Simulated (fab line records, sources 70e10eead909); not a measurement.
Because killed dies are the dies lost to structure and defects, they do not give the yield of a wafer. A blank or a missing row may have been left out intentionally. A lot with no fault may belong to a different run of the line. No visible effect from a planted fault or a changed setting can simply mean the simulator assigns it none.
Which tool did it? :: flow nand-harc :: 21 wafers sampled from 7 lots at 1 step of a route of 1302

## WHAT THE GAUGES READ, wafer by wafer
NHARC_P_STI_INSPECT_25.
lot: L680
measured: day 4 23:11
on: defect-inspect-01
raw-defect-count: 241 383 338

lot: L683
measured: day 6 00:38
on: defect-inspect-02
raw-defect-count: 131 116 161

lot: L686
measured: day 7 11:44
on: defect-inspect-01
raw-defect-count: 189 198 256

lot: L690
measured: day 9 04:01
on: defect-inspect-02
raw-defect-count: 297 181 272

lot: L697
measured: day 12 02:41
on: defect-inspect-02
raw-defect-count: 377 340 471

lot: L699
measured: day 12 15:07
on: defect-inspect-02
raw-defect-count: 175 178 186

lot: L701
measured: day 13 12:24
on: defect-inspect-02
raw-defect-count: 289 251 227

## TOOL THAT RAN EACH LOT (tool first, then ch and the chambers of the sampled wafers, then the start)
Record: no process step prior to these readings.

## THE ANSWER, worked out from the rows above alone
Rule: what is usual is taken from the lots themselves. The widest of any qualifying gaps counts: lots, ordered by their means at a reading, are off when they make up no more than a third of the lots, leave a main group of 4 or more, and stand apart from it by 3 or more times the standard deviation of that group's means. Not used: any main group whose means are identical at the precision the tables above print for the reading. A lot without any number at a reading at which 4 lots or more have one is off too. The other lots that the step has rows for count as sound.
Nothing can be told from this: no lot is off at any reading shown.

## WHAT THE SIMULATOR HAD PUT IN
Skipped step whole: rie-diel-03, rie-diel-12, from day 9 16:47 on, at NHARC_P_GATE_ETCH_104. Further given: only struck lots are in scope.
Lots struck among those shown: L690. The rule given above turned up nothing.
